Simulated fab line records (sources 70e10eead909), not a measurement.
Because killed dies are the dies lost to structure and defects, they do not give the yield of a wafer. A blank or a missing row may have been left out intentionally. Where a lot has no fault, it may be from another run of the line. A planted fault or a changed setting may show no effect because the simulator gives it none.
Which tool is to blame?    flow nand_harc    72 wafers from 24 lots sampled at 2 of the route's 1159 steps

== WHAT EACH GAUGE READ, for each wafer ==
NHARC_A_ONON_D1_THK_MEAS_05: measures by ellipsometry.
lot   measured      on             thk_nm (nm)
L074  day 7 13:50   film_metro-02  1006 1003 1003
L075  day 8 04:22   film_metro-01  999 997 999
L077  day 8 04:22   film_metro-02  994 995 995
L076  day 8 08:15   film_metro-01  984 985 986
L078  day 8 14:14   film_metro-02  993 993 992
L079  day 8 13:44   film_metro-01  1004 1003 1001
L080  day 8 13:53   film_metro-01  1005 1006 1005
L081  day 9 12:06   film_metro-02  985 986 986
L082  day 9 12:05   film_metro-01  997 996 998
L083  day 10 05:56  film_metro-02  997 996 995
L084  day 10 05:59  film_metro-02  999 999 1000
L085  day 10 05:56  film_metro-01  998 998 997
L087  day 11 10:23  film_metro-01  1004 1005 1003
L086  day 11 10:21  film_metro-01  1007 1005 1006
L088  day 11 15:38  film_metro-02  1004 1005 1005
L089  day 11 15:39  film_metro-01  1010 1010 1012
L090  day 11 22:15  film_metro-01  995 993 993
L091  day 11 22:22  film_metro-02  1000 998 1001
L092  day 11 22:22  film_metro-01  1007 1007 1007
L093  day 12 07:27  film_metro-02  994 996 995
L094  day 12 16:12  film_metro-01  1008 1010 1010
L095  day 12 21:47  film_metro-02  1012 1013 1013
L096  day 12 21:47  film_metro-01  999 1000 999
L097  day 13 01:52  film_metro-02  996 995 994

== WHICH TOOL RAN EACH LOT (tool, then ch and the chambers of the sampled wafers, then the start) ==
lot   NHARC_P_BONDPAD_DEGAS_25
L074  pvd_sputter-02, day 6 10:23
L075  pvd_sputter-01, day 7 02:16
L077  pvd_sputter-01, day 7 05:05
L076  pvd_sputter-03, day 7 05:24
L078  pvd_sputter-03, day 7 10:59
L079  pvd_sputter-02, day 7 11:59
L080  pvd_sputter-03, day 7 12:46
L081  pvd_sputter-01, day 8 10:06
L082  pvd_sputter-01, day 8 13:22
L083  pvd_sputter-03, day 8 14:36
L084  pvd_sputter-02, day 8 21:05
L085  pvd_sputter-03, day 8 21:26
L087  pvd_sputter-03, day 10 05:28
L086  pvd_sputter-03, day 10 06:35
L088  pvd_sputter-03, day 10 11:56
L089  pvd_sputter-02, day 10 12:47
L090  pvd_sputter-01, day 10 17:46
L091  pvd_sputter-03, day 10 20:25
L092  pvd_sputter-03, day 10 21:05
L093  pvd_sputter-01, day 11 02:50
L094  pvd_sputter-03, day 11 12:01
L095  pvd_sputter-03, day 11 19:10
L096  pvd_sputter-01, day 11 19:29
L097  pvd_sputter-02, day 11 23:19
- NHARC_P_BONDPAD_DEGAS_25: time 60 s.

== WHAT THE TOOLS THEMSELVES READ (means of the sampled wafers that have a number; where no wafer has one, the mark that the record gives instead) ==
NHARC_P_BONDPAD_DEGAS_25.
lot   tool            heater_power_w (W)
L074  pvd_sputter-02  435
L075  pvd_sputter-01  442
L077  pvd_sputter-01  518
L076  pvd_sputter-03  444
L078  pvd_sputter-03  505
L079  pvd_sputter-02  475
L080  pvd_sputter-03  474
L081  pvd_sputter-01  444
L082  pvd_sputter-01  453
L083  pvd_sputter-03  516
L084  pvd_sputter-02  433
L085  pvd_sputter-03  475
L087  pvd_sputter-03  438
L086  pvd_sputter-03  479
L088  pvd_sputter-03  483
L089  pvd_sputter-02  469
L090  pvd_sputter-01  445
L091  pvd_sputter-03  470
L092  pvd_sputter-03  452
L093  pvd_sputter-01  494
L094  pvd_sputter-03  467
L095  pvd_sputter-03  452
L096  pvd_sputter-01  442
L097  pvd_sputter-02  452

== THE ANSWER, worked out from the rows above alone ==
Rule: what is usual is taken from the lots themselves. The widest of any qualifying gaps counts: lots, ordered by their means at a reading, are off when they make up no more than a third of the lots, leave a main group of 4 or more, and stand apart from it by 3 or more times the standard deviation of that group's means. A main group whose means are all the same, to the digits that the tables above print for the reading, isn't used. A lot without any number at a reading at which 4 lots or more have one is off too. The other lots that the step has rows for count as sound. After the gauges, taken in route order, come the tools' own readings; for these a lot's mean is taken, as printed above. At the first step where some lot is off, the reading lying furthest off is the one used; lots without a number count as furthest.
No lot is off at any reading shown: from this, nothing can be told.

== WHAT THE SIMULATOR HAD INSERTED ==
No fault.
